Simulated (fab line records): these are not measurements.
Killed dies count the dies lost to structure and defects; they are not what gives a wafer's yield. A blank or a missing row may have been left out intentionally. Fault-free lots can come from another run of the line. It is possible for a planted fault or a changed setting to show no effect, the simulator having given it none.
Matching of chambers :: flow n5Finfet :: N5_MOL_CONTACT_COAG_CMP_23 on cmp-04: 4 sister chambers
The step polishes, stops on SiO2, t overpolish 1.5 s, target thk 0 nm. 20 wafers are shown with their chamber, then 10 later ones without.

== EACH WAFER AND ITS CHAMBER ==
wafer: L075.3
chamber: 0
retainingRingPressureFrac: 1.002
motorCurrentA (A): 8.3
timeToEndpointS (s): 11.1

wafer: L075.4
chamber: 3
retainingRingPressureFrac: 1.002
motorCurrentA (A): 8.2
timeToEndpointS (s): 11.0

wafer: L075.6
chamber: 2
retainingRingPressureFrac: 1.007
motorCurrentA (A): 7.6
timeToEndpointS (s): 9.5

wafer: L074.1
chamber: 0
retainingRingPressureFrac: 1.000
motorCurrentA (A): 8.7
timeToEndpointS (s): 8.2

wafer: L074.2
chamber: 2
retainingRingPressureFrac: 1.006
motorCurrentA (A): 8.3
timeToEndpointS (s): 7.9

wafer: L074.4
chamber: 3
retainingRingPressureFrac: 1.002
motorCurrentA (A): 8.2
timeToEndpointS (s): 7.6

wafer: L077.4
chamber: 3
retainingRingPressureFrac: 0.996
motorCurrentA (A): 8.4
timeToEndpointS (s): 8.0

wafer: L077.5
chamber: 2
retainingRingPressureFrac: 1.007
motorCurrentA (A): 8.2
timeToEndpointS (s): 8.5

wafer: L077.6
chamber: 3
retainingRingPressureFrac: 1.003
motorCurrentA (A): 8.1
timeToEndpointS (s): 11.1

wafer: L079.2
chamber: 1
retainingRingPressureFrac: 0.988
motorCurrentA (A): 8.5
timeToEndpointS (s): 12.3

wafer: L079.3
chamber: 3
retainingRingPressureFrac: 0.997
motorCurrentA (A): 7.8
timeToEndpointS (s): 11.3

wafer: L079.6
chamber: 0
retainingRingPressureFrac: 0.993
motorCurrentA (A): 9.0
timeToEndpointS (s): 13.3

wafer: L081.2
chamber: 3
retainingRingPressureFrac: 0.996
motorCurrentA (A): 8.1
timeToEndpointS (s): 13.6

wafer: L081.5
chamber: 1
retainingRingPressureFrac: 0.998
motorCurrentA (A): 8.6
timeToEndpointS (s): 13.3

wafer: L081.6
chamber: 2
retainingRingPressureFrac: 1.003
motorCurrentA (A): 8.3
timeToEndpointS (s): 11.2

wafer: L082.1
chamber: 0
retainingRingPressureFrac: 0.997
motorCurrentA (A): 8.2
timeToEndpointS (s): 11.2

wafer: L082.3
chamber: 2
retainingRingPressureFrac: 1.011
motorCurrentA (A): 8.0
timeToEndpointS (s): 8.9

wafer: L082.4
chamber: 1
retainingRingPressureFrac: 0.989
motorCurrentA (A): 8.6
timeToEndpointS (s): 10.5

wafer: L083.1
chamber: 3
retainingRingPressureFrac: 0.994
motorCurrentA (A): 8.5
timeToEndpointS (s): 12.3

wafer: L083.2
chamber: 0
retainingRingPressureFrac: 1.003
motorCurrentA (A): 8.3
timeToEndpointS (s): 13.5

SIGNATURES, as means of the wafers listed above
reading: retainingRingPressureFrac
chamber 0: 0.99900
chamber 1: 0.99167
chamber 2: 1.00680
chamber 3: 0.99857
scatter within a chamber: 0.00387

reading: motorCurrentA
chamber 0: 8.500
chamber 1: 8.567
chamber 2: 8.080
chamber 3: 8.186
scatter within a chamber: 0.265

reading: timeToEndpointS
chamber 0: 11.460
chamber 1: 12.033
chamber 2: 9.200
chamber 3: 10.700
scatter within a chamber: 1.89
Rule: distance of a wafer from a chamber = root of the sum over the readings of ((wafer's reading minus chamber's mean) / reading's scatter) squared. The wafer belongs to the nearest chamber; if the next one is less than 2 further off, it can't be placed. How the scatter is found: for the shown wafers, subtract from each reading the mean of its chamber, square and add these, divide the total by (wafers less chambers), then take the root.

== WAFERS WITHOUT THEIR CHAMBER ==
wafer: L083.4
retainingRingPressureFrac: 1.002
motorCurrentA (A): 8.4
timeToEndpointS (s): 11.7

wafer: L085.1
retainingRingPressureFrac: 0.991
motorCurrentA (A): 8.4
timeToEndpointS (s): 12.0

wafer: L085.3
retainingRingPressureFrac: 0.999
motorCurrentA (A): 8.6
timeToEndpointS (s): 12.2

wafer: L085.4
retainingRingPressureFrac: 0.999
motorCurrentA (A): 8.0
timeToEndpointS (s): 11.2

wafer: L086.2
retainingRingPressureFrac: 1.007
motorCurrentA (A): 8.3
timeToEndpointS (s): 12.5

wafer: L086.4
retainingRingPressureFrac: 0.997
motorCurrentA (A): 8.7
timeToEndpointS (s): 14.3

wafer: L086.6
retainingRingPressureFrac: 0.997
motorCurrentA (A): 8.2
timeToEndpointS (s): 13.7

wafer: L091.1
retainingRingPressureFrac: 1.002
motorCurrentA (A): 8.3
timeToEndpointS (s): 11.8

wafer: L091.2
retainingRingPressureFrac: 0.990
motorCurrentA (A): 8.0
timeToEndpointS (s): 10.1

wafer: L091.6
retainingRingPressureFrac: 0.992
motorCurrentA (A): 8.1
timeToEndpointS (s): 12.2

== THE CHAMBER EACH PASSED THROUGH ==
wafer: L083.4
from the rows above: can't be placed: 0 or 3 or 2 or 1
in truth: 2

wafer: L085.1
from the rows above: can't be placed: 1 or 0 or 3
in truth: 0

wafer: L085.3
from the rows above: can't be placed: 0 or 3 or 1
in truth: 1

wafer: L085.4
from the rows above: can't be placed: 3 or 0 or 2
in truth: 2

wafer: L086.2
from the rows above: can't be placed: 2 or 0 or 3
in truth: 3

wafer: L086.4
from the rows above: can't be placed: 0 or 1 or 3
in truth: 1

wafer: L086.6
from the rows above: can't be placed: 3 or 0 or 1 or 2
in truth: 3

wafer: L091.1
from the rows above: can't be placed: 0 or 3 or 2 or 1
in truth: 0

wafer: L091.2
from the rows above: can't be placed: 3 or 1 or 0
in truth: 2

wafer: L091.6
from the rows above: can't be placed: 1 or 3 or 0
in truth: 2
Correct placement for 0 of the 10. Unplaceable from these rows: 10, with the true chamber sitting among the candidates in 8. Number placed wrongly: 0.
